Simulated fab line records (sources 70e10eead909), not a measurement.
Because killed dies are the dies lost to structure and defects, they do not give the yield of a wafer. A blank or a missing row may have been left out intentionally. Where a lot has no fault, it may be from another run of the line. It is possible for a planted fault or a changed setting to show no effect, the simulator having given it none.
Matching of chambers / flow nand-harc / NHARC_A_STAIRCASE_ETCH_313 on rie-diel-08 has 4 sister chambers
The step etches the open film in CF4/CHF3. 8 wafers are shown with their chamber, then 7 later ones without.

== EACH WAFER AND ITS CHAMBER ==
wafer=L207.6; chamber=0; drypump-motor-current-A (A)=5.8; showerhead-plenum-p-Torr (Torr)=1.48
wafer=L210.4; chamber=0; drypump-motor-current-A (A)=5.8; showerhead-plenum-p-Torr (Torr)=1.48
wafer=L211.6; chamber=1; drypump-motor-current-A (A)=6.5; showerhead-plenum-p-Torr (Torr)=1.48
wafer=L216.1; chamber=3; drypump-motor-current-A (A)=6.0; showerhead-plenum-p-Torr (Torr)=1.55
wafer=L216.5; chamber=3; drypump-motor-current-A (A)=6.0; showerhead-plenum-p-Torr (Torr)=1.55
wafer=L216.6; chamber=2; drypump-motor-current-A (A)=6.0; showerhead-plenum-p-Torr (Torr)=1.70
wafer=L226.1; chamber=1; drypump-motor-current-A (A)=6.4; showerhead-plenum-p-Torr (Torr)=1.48
wafer=L226.3; chamber=2; drypump-motor-current-A (A)=6.0; showerhead-plenum-p-Torr (Torr)=1.69

== WAFERS WITHOUT THEIR CHAMBER ==
wafer=L226.6; drypump-motor-current-A (A)=6.0; showerhead-plenum-p-Torr (Torr)=1.69
wafer=L224.1; drypump-motor-current-A (A)=6.0; showerhead-plenum-p-Torr (Torr)=1.69
wafer=L224.2; drypump-motor-current-A (A)=6.0; showerhead-plenum-p-Torr (Torr)=1.54
wafer=L224.6; drypump-motor-current-A (A)=6.0; showerhead-plenum-p-Torr (Torr)=1.69
wafer=L228.1; drypump-motor-current-A (A)=6.1; showerhead-plenum-p-Torr (Torr)=1.69
wafer=L228.2; drypump-motor-current-A (A)=6.5; showerhead-plenum-p-Torr (Torr)=1.48
wafer=L228.5; drypump-motor-current-A (A)=6.0; showerhead-plenum-p-Torr (Torr)=1.69

== WHICH CHAMBER EACH ONE RAN IN ==
wafer=L226.6; from the rows above=2; in truth=2
wafer=L224.1; from the rows above=2; in truth=2
wafer=L224.2; from the rows above=3; in truth=3
wafer=L224.6; from the rows above=2; in truth=2
wafer=L228.1; from the rows above=2; in truth=2
wafer=L228.2; from the rows above=1; in truth=1
wafer=L228.5; from the rows above=2; in truth=2
7 of 7 placed correctly. From these rows, 0 cannot be placed. 0 placed wrongly.
How it was worked out, from the rows above alone: a wafer's distance from a chamber is the root of the sum, over the readings, of the square of ((its reading less the chamber's mean) divided by the reading's scatter). If the next closest chamber is less than 2 further off than the closest, the wafer can't be placed; otherwise it belongs to the closest. A chamber's mean is the mean of its shown wafers. How the scatter is found: for the shown wafers, subtract from each reading the mean of its chamber, square and add these, divide the total by (wafers less chambers), then take the root.
